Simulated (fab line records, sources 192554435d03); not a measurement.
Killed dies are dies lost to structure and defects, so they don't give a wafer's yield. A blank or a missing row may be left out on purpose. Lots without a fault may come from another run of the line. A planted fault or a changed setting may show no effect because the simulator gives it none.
fab line records | flow n5_finfet
record lots=3 wafers=9 last_day=17
route steps=1938 shown BEOL_M11@1566 BEOL_M12@1602 BEOL_M15@1830
lots that met no fault: from a run of the same line without faults
start_h: hours from the record's first day to the start of the lot's first wafer shown | wait_h: hours since the lot's step before | " the same as in the row above | L1.1+2: a row that stands for several wafers | - no value, or no start given | * or withheld: withheld | < > ~ a bound
route shown NAME@n: a module of which the file shows steps, and the number in the route of the first | usual: mean/standard deviation of fault-free wafers | same: alike in all rows | chamber/n: place in a boat | sites: the reading at each site | _std_site: their standard deviation | _edge_site: outer sites' mean less inner sites' | radius_mm: how far each site lies from the wafer's centre | mask NAME#n: copy n | behind: the tool/chamber that last shaped the wafer | hold: why the lot was held/for how many hours/how that ended | device: the transistor (n, p or np) that didn't switch | end of line: the same wafers' tests at the end of the route | a step without rows: its recipe alone | killed: dies lost to structure and defects at the first sort, not the wafer's yield | map: a wafer's dies, x killed, . not, _ none there
set.NAME: the setting as run; set.NAME@STEP: as run at that earlier step | model.NAME: the simulator's own value behind a step, which no gauge read
lots at some steps of the route; a table a step, a row a wafer
services: from which hour (start_h, from the record's first day; less than 0 if before it) a tool's chamber was out of use, for how many hours, and why
## steps
# step N5_BEOL_M11_PEB_26
# recipe peb_temp_c=withheld peb_time_s=60 resist=CAR-ArF
# step N5_BEOL_M11_DEVELOP_27
# recipe develop_time_s=30 developer=TMAH resist=CAR-ArF rinse_liquid=diw dry=air_spin dev_temp_c=23
# step N5_BEOL_M11_DESCUM_33
# recipe chemistry=O2 time_s=7.9 source_power_w=50 bias_power_w=20 pressure_mtorr=20 rf_frequency_hz=2.712e+07 temp_c=40 resist=CAR-ArF o2_flow_sccm=225
# step N5_BEOL_M11_ETCH_65
# recipe chemistry=CF4 target=SiARC target_depth_a=390 mask_material=CAR-ArF time_s=65 ion_energy_ev=80 pressure_mtorr=40 source_w=545 bias_w=36 Ar_flow_sccm=100 cf4_flow_sccm=100 ends=cleared
# step N5_BEOL_M11_ETCH_66
# recipe chemistry=N2/H2 target=SOC target_depth_a=1200 overetch_a=240 mask_material=SiARC temp_c=40 time_s=180 ion_energy_ev=200 pressure_mtorr=30 source_w=840 bias_w=150 n2_flow_sccm=200 h2_flow_sccm=200
# step N5_BEOL_M11_STRIP_69
# recipe chemistry=N2/H2 temp_c=40 n2_flow_sccm=200 h2_flow_sccm=200 rf_frequency_hz=6e+07
# step N5_BEOL_M11_VIA_ETCH_34
# recipe chemistry=C4F6/O2 target=SiCOH_lowk target_depth_a=1845 mask_material=SOC taper_deg=4 time_s=69.2 ion_energy_ev=250 pressure_mtorr=30 source_w=345 bias_w=185 Ar_flow_sccm=300 C4F6_flow_sccm=10 O2_flow_sccm=10
# step N5_BEOL_M11_STRIP_73
# recipe chemistry=C4F6/O2 resist=SiARC rf_frequency_hz=6e+07
# step N5_BEOL_M11_STRIP_36
# recipe chemistry=N2/H2 power_w=450 temp_c=40 pressure_mtorr=20 rf_frequency_hz=6e+07 overash_fraction=0.3 bias_power_w=7 h2_frac=0.5 n2_flow_sccm=200 h2_flow_sccm=200
# step N5_BEOL_M11_TRENCH_ETCH_37
# recipe chemistry=C4F6/O2 target_depth_a=1488.3 target=SiCOH_lowk time_s=48 ion_energy_ev=250 pressure_mtorr=30 source_w=345 bias_w=185 Ar_flow_sccm=300 C4F6_flow_sccm=10 O2_flow_sccm=10
# usual O2_flow_sccm=10.001/0.029 drypump_motor_current_A=5.9/0.34 oes_f_703_au=0.80/0.096 oes_product_au=0.80/0.093 rf_vpp_V=659/12 showerhead_plenum_p_Torr=2.88/0.092 throttle_valve_pct=20.92/0.17
# columns lot.wafer tool chamber start_h wait_h O2_flow_sccm drypump_motor_current_A oes_f_703_au oes_product_au rf_hours_counter_h rf_vpp_V showerhead_plenum_p_Torr throttle_valve_pct model.BEOL_M11.feature_depth_nm model.etch.depth_nm
L326.4 rie_diel-01 3 237.04 - 9.966 6.2 0.78 0.80 74 676 3.00 20.90 146.2 146.3
L326.5 " 3 " " 9.985 6.2 0.79 0.80 - 674 3.00 20.89 146.2 146.2
L326.6 " 2 " " 10.033 5.7 0.72 0.72 - 658 2.95 21.00 144.2 144.1
L333.1 rie_diel-01 1 273.10 - 10.037 5.9 0.98 0.92 11 659 2.79 21.22 139 138.9
L333.2 " 0 " " 10.029 5.1 0.83 0.86 63 689 2.77 20.95 154.4 154.4
L333.5 " 0 " " 10.025 5.1 0.84 0.82 - 686 2.77 20.93 141.8 141.8
L346.2 rie_diel-02 2 352.77 - 10.017 5.9 0.80 0.77 130 645 2.73 20.70 150.8 150.8
L346.3 " 3 " " 9.921 5.5 0.89 0.85 47 648 2.87 20.80 150.4 150.4
L346.4 " 2 " " 10.040 5.9 0.79 0.77 - 646 2.73 20.67 149.6 149.6
# step N5_BEOL_M11_ETCH_41
# recipe chemistry=CH3F/O2 target=SiCN target_depth_a=426 taper_deg=2 time_s=86 ion_energy_ev=120 mask_material=TiN pressure_mtorr=30 source_w=395 bias_w=75 Ar_flow_sccm=150 CH3F_flow_sccm=30 O2_flow_sccm=20
# step N5_BEOL_M11_STRIP_77
# recipe chemistry=N2/H2 time_s=10 power_w=450 temp_c=40 pressure_mtorr=20 rf_frequency_hz=6e+07 bias_power_w=7 n2_flow_sccm=200 h2_flow_sccm=200
# step N5_BEOL_M11_OCD_MEAS_38
# usual trench_depth_nm=149.4/2.8
# columns lot.wafer tool chamber start_h wait_h trench_depth_nm
L326.4 ocd-02 - 237.23 - 146.0
L326.5 " - " " 146.1
L326.6 " - " " 144.3
L333.1 ocd-02 - 273.28 - 138.9
L333.2 " - " " 154.8
L333.5 " - " " 142.4
L346.2 ocd-01 - 352.96 - 151.2
L346.3 " - " " 150.4
L346.4 " - " " 149.0
# step N5_BEOL_M11_HM_STRIP_39
# recipe chemistry=peroxide_tin_strip material=TiN target_depth_a=250 temp_c=50 time_s=158
# step N5_BEOL_M11_SRD_40
# recipe time_s=30 temp_c=23 rinse_liquid=diw dry=ipa_marangoni
# step N5_BEOL_M11_PRECLEAN_42
# recipe chemistry=residue_remover time_s=60 temp_c=40
# step N5_BEOL_M11_SRD_43
# recipe time_s=30 temp_c=23 rinse_liquid=diw dry=ipa_marangoni
# step N5_BEOL_M11_CURE_72
# recipe temp_c=370 time_s=120 ambient=DMADMS/He material=SiCOH_lowk
# step N5_BEOL_M11_DEGAS_44
# recipe ambient=vacuum temp_c=250 time_s=60
# step N5_BEOL_M11_PRE_CLEAN_45
# recipe gas=H2/He time_s=30 temp_c=250
# step N5_BEOL_M11_ALD_74
# recipe material=TaN target_thk_a=20 temp_c=275 ald_precursor_family=PDMAT ald_co_reactant=NH3 pressure_torr=3 carrier_flow_sccm=1500 pulse_time_s=2 purge_time_s=3 co_reactant_purge_time_s=2 co_reactant_pulse_time_s=3 ald_cycles=40 precursor_vessel_temp_c=75 precursor_vessel_pressure_torr=26.25 precursor_vessel_carrier_sccm=1000
# step N5_BEOL_M11_SURFACE_TREAT_76
# recipe gas=Ar time_s=* ion_energy_ev=* ion_current_ma_cm2=0.5 pressure_mtorr=* ar_flow_sccm=30
# step N5_BEOL_M11_CVD_75
# recipe material=Co target_thk_a=20 temp_c=withheld precursor=CCTBA/H2 pressure_torr=30 time_s=138.9
# step N5_BEOL_M11_SPUTTER_48
# recipe material=Cu target_thk_a=120 temp_c=-20 bias_v=60 power_w=26000 chamber_pressure_pa=0.13 time_s=2
# step N5_BEOL_M11_ECD_50
# recipe material=Cu target_thk_a=3180
# step N5_BEOL_M11_ANNEAL_51
# recipe temp_c=225 time_s=90 ambient=N2
# step N5_BEOL_M11_CMP_52
# recipe stop_on=SiCOH_lowk t_overpolish_s=7 down_force_psi=1 platen_rpm=50 clearing_platen_down_force_psi=1.5 clearing_platen_rpm=50 post_cmp_clean=cu_alkaline target_thk_nm=140 clearing_platen_pad_velocity_m_s=0.99484 pad_velocity_m_s=0.99484
# usual barrier_field_endpoint_s=29.0/0.63 clearing_platen_rpm=50.003/0.027 motor_current_A=6.2/0.57 overpolish_run_s=7.001/0.0089 time_to_endpoint_s=66.3/2.8
# same t_overpolish_s=7
# columns lot.wafer tool chamber start_h wait_h barrier_field_endpoint_s clearing_platen_rpm motor_current_A overpolish_run_s time_to_endpoint_s model.Cu_of_BEOL_M11_ECD_50.thk_nm
L326.4 cmp-03 0 239.05 0.2 28.6 49.966 6.8 6.982 61.9 135.4
L326.5 " 1 " " 29.5 49.965 6.5 7.004 67.6 138.4
L326.6 " 2 " " 28.5 49.969 5.2 7.017 62.7 135
L333.2 cmp-03 2 278.14 0.3 28.3 50.061 5.5 7.010 63.8 144
L333.1 " 3 " " 28.2 50.026 6.1 7.011 61.5 129.4
L333.5 " 1 " " 29.1 49.991 6.6 6.990 67.6 132.8
L346.3 cmp-01 0 355.53 0.2 29.7 50.010 6.5 6.985 68.1 142
L346.2 " 2 " " 29.6 50.002 6.0 6.999 65.7 143.4
L346.4 " 3 " " 30.5 50.000 6.3 7.000 66.3 142.4
# step N5_BEOL_M11_THK_MEAS_53
# recipe thk_meas_gauge=xrf reads=Cu_of_BEOL_M11_ECD_50
# usual M11_THK=140/3.2
# columns lot.wafer tool chamber start_h wait_h M11_THK[nm]
L326.4 film_metro-01 - 239.23 - 135
L326.5 " - " " 137
L326.6 " - " " 134
L333.1 film_metro-02 - 278.36 - 128
L333.2 " - " " 143
L333.5 " - " " 133
L346.2 film_metro-02 - 355.83 - 142
L346.3 " - " " 141
L346.4 " - " " 141
# step N5_BEOL_M11_PRE_CLEAN_55
# recipe gas=NH3 time_s=15 temp_c=withheld rf_power_w=300
# step N5_BEOL_M11_DEP_56
# recipe material=SiCN target_thk_a=300 temp_c=withheld precursor=3MS/NH3 pressure_torr=3 rf_w=675 time_s=10.5
# step N5_BEOL_M11_RS_MEAS_57
# recipe thk_meas_gauge=four-point-probe reads=Cu_of_BEOL_M11_ECD_50+Co_of_BEOL_M11_CVD_75+TaN_of_BEOL_M11_ALD_74
# usual M11_RS=0.151/0.0036
# columns lot.wafer tool chamber start_h wait_h M11_RS[ohm/sq]
L326.4 film_metro-01 - 239.39 0.1 0.157
L326.5 " - " " 0.153
L326.6 " - " " 0.157
L333.1 film_metro-02 - 278.48 0.0 0.165
L333.2 " - " " 0.146
L333.5 " - " " 0.160
L346.2 film_metro-02 - 355.98 0.0 0.147
L346.3 " - " " 0.149
L346.4 " - " " 0.148
# step N5_BEOL_M12_ILD_DEP_00
# recipe material=SiOC target_thk_a=6589.2 temp_c=350 precursor=DEMS/O2 pressure_torr=5 rf_w=500 time_s=130.7
# step N5_BEOL_M12_COAT_58
# recipe resist=BARC temp_c=205 time_s=60 spin_rpm=1500 resist_thk_nm=89
# step N5_BEOL_M12_COAT_04
# recipe spin_rpm=1625 resist_thk_nm=400
# step N5_BEOL_M12_EBR_06
# recipe solvent=PGMEA ebr_width_mm=1.5
# step N5_BEOL_M12_SOFTBAKE_05
# recipe temp_c=130 time_s=60
# step N5_BEOL_M15_RC_MEAS_101
# usual COMB_M10=1.5e-11/3.1e-12 COMB_M11=1.5e-11/3.3e-12 COMB_M12=7.2e-12/1.3e-12 COMB_M13=5.5e-12/9.9e-13 COMB_M14=4.2e-12/8e-13 COMB_M15=3.2e-12/5.7e-13 COMB_M5=3.8e-11/7.8e-12 COMB_M6=2.6e-11/5.7e-12 COMB_M7=2.8e-11/5.5e-12 COMB_M8=2.7e-11/5.5e-12 COMB_M9=1.5e-11/3.1e-12 SERP_M10=3.09/0.082 SERP_M11=3.06/0.085 SERP_M12=0.636/0.022 SERP_M13=0.307/0.0062 SERP_M14=0.162/0.0052 SERP_M5=38.5/1.7 SERP_M6=13.7/0.55 SERP_M6_max_site=14.3/0.64 SERP_M7=14.0/0.62 SERP_M8=13.7/0.55 SERP_M9=3.02/0.088 SERP_M9_max_site=3.11/0.11
# columns lot.wafer tool chamber start_h wait_h COMB_M10[S/m] COMB_M11[S/m] COMB_M12[S/m] COMB_M13[S/m] COMB_M14[S/m] COMB_M15[S/m] COMB_M5[S/m] COMB_M6[S/m] COMB_M7[S/m] COMB_M8[S/m] COMB_M9[S/m] SERP_M10[ohm/um] SERP_M11[ohm/um] SERP_M12[ohm/um] SERP_M13[ohm/um] SERP_M14[ohm/um] SERP_M5[ohm/um] SERP_M6[ohm/um] SERP_M6_max_site[ohm/um] SERP_M7[ohm/um] SERP_M8[ohm/um] SERP_M9[ohm/um] SERP_M9_max_site[ohm/um]
L326.4 prober-02 0 262.28 0.5 1.3e-11 1.9e-11 1.05e-11 5.6e-12 4.2e-12 3.2e-12 2.9e-11 3.2e-11 2.2e-11 3.5e-11 1.5e-11 3.04 3.19 0.650 0.311 0.158 37.4 13.8 14.4 12.8 13.1 3.08 3.12
L326.5 " 0 " " 1.5e-11 2.2e-11 6.4e-12 6e-12 4.9e-12 2.9e-12 3.8e-11 3.6e-11 3.2e-11 3.7e-11 1.4e-11 2.99 3.02 0.655 0.310 0.159 37.4 14.2 14.8 14.2 13.1 3.11 3.20
L326.6 " 0 " " 1.7e-11 1.9e-11 9.1e-12 5.1e-12 4.2e-12 4.8e-12 3.7e-11 3.8e-11 3.4e-11 3.5e-11 1.8e-11 3.17 3.19 0.665 0.317 0.163 40.7 15.0 15.4 12.6 13.5 3.11 3.22
L333.1 prober-01 0 300.26 0.0 1.5e-11 1.6e-11 4.3e-12 3.2e-12 4.8e-12 3.2e-12 3.7e-11 2.8e-11 3.4e-11 2.8e-11 1.3e-11 3.22 3.34 0.633 0.315 0.162 41.7 14.5 15.1 13.7 12.9 3.14 3.22
L333.2 " 0 " " 1.2e-11 2.9e-11 5.2e-12 4.2e-12 3.6e-12 3.1e-12 2.9e-11 3.1e-11 3.6e-11 3.9e-11 1.9e-11 3.08 3.01 0.605 0.306 0.174 38.8 14.4 14.6 14.0 12.4 2.98 3.14
L333.5 " 0 " " 1.1e-11 1.7e-11 5.5e-12 6.2e-12 4.8e-12 2.4e-12 3.1e-11 2.2e-11 2.4e-11 3.8e-11 1.6e-11 3.26 3.22 0.592 0.310 0.162 42.3 13.5 13.6 13.9 13.4 3.06 3.15
L346.2 prober-02 0 384.20 0.2 1.4e-11 1.7e-11 7.3e-12 6.7e-12 5.4e-12 2.4e-12 3.2e-11 2.2e-11 3.3e-11 2.8e-11 1.7e-11 3.11 3.02 0.617 0.301 0.159 41.4 13.9 14.7 14.1 13.6 3.06 3.10
L346.3 " 0 " " 1.9e-11 1.5e-11 7e-12 7.2e-12 4.3e-12 2.8e-12 5.4e-11 2.7e-11 2.6e-11 2.5e-11 1.7e-11 3.18 3.07 0.605 0.310 0.161 38.1 13.7 14.7 13.3 13.5 3.03 3.07
L346.4 " 0 " " 1.4e-11 1.9e-11 6.6e-12 6.8e-12 3.8e-12 2.8e-12 3.5e-11 2.7e-11 2.7e-11 1.9e-11 1.4e-11 3.10 3.11 0.626 0.306 0.162 39.4 14.3 14.7 14.1 13.6 3.03 3.15
# sites SERP_M11 radius_mm=0,75,75,75,75,140,140,140,140
L326.4 3.12 3.20 3.15 3.17 3.15 3.28 3.25 3.19 3.23
L333.1 3.25 3.29 3.29 3.35 3.35 3.35 3.34 3.34 3.32
L346.2 3.05 3.13 3.02 3.04 3.03 3.02 2.93 2.94 3.01
## services
# columns tool chamber start_h hours kind
rie_diel-01 1 215.71 - clean
rie_diel-01 1 215.71 - consumable_replace:focus_ring
rie_diel-01 1 215.71 21.0 scheduled_down
rie_diel-01 1 215.71 21.0 vent_cycle
cmp-01 - 245.24 6.2 repair
cmp-03 - 255.25 4.0 pm
cmp-03 - 259.25 - consumable_replace:conditioner
cmp-03 - 259.25 - consumable_replace:pad
rie_diel-02 0 267.48 - clean
rie_diel-02 0 267.48 - consumable_replace:focus_ring
rie_diel-02 0 267.48 - consumable_replace:showerhead
rie_diel-02 0 267.48 17.7 scheduled_down
rie_diel-02 0 267.48 17.7 vent_cycle
cmp-01 - 268.63 4.0 pm
cmp-01 - 272.63 - consumable_replace:conditioner
cmp-01 - 272.63 - consumable_replace:pad
rie_diel-02 1 275.33 12.3 repair
rie_diel-01 - 291.01 0.8 repair
cmp-03 - 298.47 1.4 repair
cmp-03 - 303.81 0.5 repair
cmp-01 - 328.48 4.3 repair
cmp-01 - 332.80 12.4 pm
rie_diel-02 0 348.61 5.8 repair
cmp-03 - 355.44 5.7 pm
## key
first_sign step=N5_BEOL_M11_OCD_MEAS_38 reading=trench_depth_nm direction=down sigmas=3.1 usual=149.4 struck=140.7
effect step=N5_BEOL_M11_THK_MEAS_53 reading=M11_THK direction=down sigmas=3 usual=140 struck=131
effect step=N5_BEOL_M11_RS_MEAS_57 reading=M11_RS direction=up sigmas=3.3 usual=0.151 struck=0.163
effect step=N5_BEOL_M15_RC_MEAS_101 reading=SERP_M11 direction=up sigmas=2.6 usual=3.06 struck=3.28
model_effect step=N5_BEOL_M11_TRENCH_ETCH_37 value=BEOL_M11.feature_depth_nm without=152.6 struck=140.4
model_effect step=N5_BEOL_M11_CMP_52 value=Cu_of_BEOL_M11_ECD_50.thk_nm without=143.3 struck=131.1
met_at N5_BEOL_M11_TRENCH_ETCH_37
struck_wafers L333.1,L333.5
onset_between 237.04 273.10
fault kind=process_parameter_drift tool=rie_diel-01 chamber=- onset_h=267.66 steps=N5_BEOL_M11_TRENCH_ETCH_37 channel=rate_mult offset=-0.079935 shape=step end_h=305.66 scope=struck_wafers_only
